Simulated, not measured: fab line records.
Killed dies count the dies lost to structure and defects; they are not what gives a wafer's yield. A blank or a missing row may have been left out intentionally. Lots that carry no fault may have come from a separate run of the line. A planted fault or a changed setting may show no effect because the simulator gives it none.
Matching of chambers ; flow nand-harc ; cmp-01 running NHARC_P_CONTACT_CMP_24: 4 sister chambers
The step polishes, t overpolish 30 s, target thk 200 nm. 20 wafers are shown with their chamber, then 10 later ones without.

== EACH WAFER AND ITS CHAMBER ==
wafer;chamber;motor-current-A (A);overpolish-run-s (s);time-to-endpoint-s (s)
L074.2;1;12.0;30.003;39.1
L074.4;3;14.2;30.006;36.1
L074.6;1;12.9;29.985;37.8
L074.1;0;10.4;29.999;38.9
L074.3;2;14.5;30.006;41.7
L074.5;2;14.7;29.987;35.4
L081.3;0;10.1;30.014;40.6
L081.4;3;14.8;30.002;40.2
L081.5;2;14.6;29.985;41.3
L085.2;2;15.3;30.013;42.7
L085.4;0;10.3;29.993;42.8
L085.6;3;14.4;29.967;41.8
L088.1;2;14.2;29.990;41.7
L088.5;1;12.3;29.994;40.1
L088.6;0;11.0;29.988;38.9
L091.3;1;12.2;30.015;39.5
L091.5;1;12.6;30.007;39.9
L091.6;2;15.4;30.002;40.4
L091.1;0;10.0;29.999;36.6
L091.2;3;15.4;29.990;38.6

SIGNATURES (averages over the wafers above)
reading;chamber 0;chamber 1;chamber 2;chamber 3;scatter within a chamber
motor-current-A;10.360;12.400;14.783;14.700;0.437
overpolish-run-s;29.99860;30.00080;29.99717;29.99125;0.0125
time-to-endpoint-s;39.560;39.280;40.533;39.175;2.19
Rule: a wafer lies at a distance from a chamber equal to the root of the sum of squares, over the readings, of (its reading less the chamber's mean, divided by the reading's scatter). If the next closest chamber is less than 2 further off than the closest, the wafer can't be placed; otherwise it belongs to the closest. The scatter is the square root of a quotient: the sum, over the shown wafers, of each reading's squared deviation from its chamber's mean, divided by wafers minus chambers.

== WAFERS WITHOUT THEIR CHAMBER ==
wafer;motor-current-A (A);overpolish-run-s (s);time-to-endpoint-s (s)
L091.4;14.8;29.996;39.7
L094.2;14.9;29.996;38.7
L094.3;9.8;30.011;39.9
L094.4;14.3;30.011;39.5
L095.1;14.7;29.983;36.4
L095.2;14.0;29.987;36.3
L095.3;13.1;30.008;35.6
L097.2;10.3;30.006;36.4
L097.4;15.9;29.989;39.9
L097.6;11.7;29.993;38.8

== WHICH CHAMBER EACH WENT THROUGH ==
wafer;from the rows above;in truth
L091.4;can't be placed: 2 or 3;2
L094.2;can't be placed: 3 or 2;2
L094.3;0;0
L094.4;can't be placed: 2 or 3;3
L095.1;can't be placed: 3 or 2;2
L095.2;can't be placed: 3 or 2 or 1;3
L095.3;can't be placed: 1 or 3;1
L097.2;0;0
L097.4;can't be placed: 2 or 3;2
L097.6;can't be placed: 1 or 0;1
Placed correctly: 2 of 10. These rows do not allow placing 8 (true chamber among the candidates in 8). 0 placed wrongly.
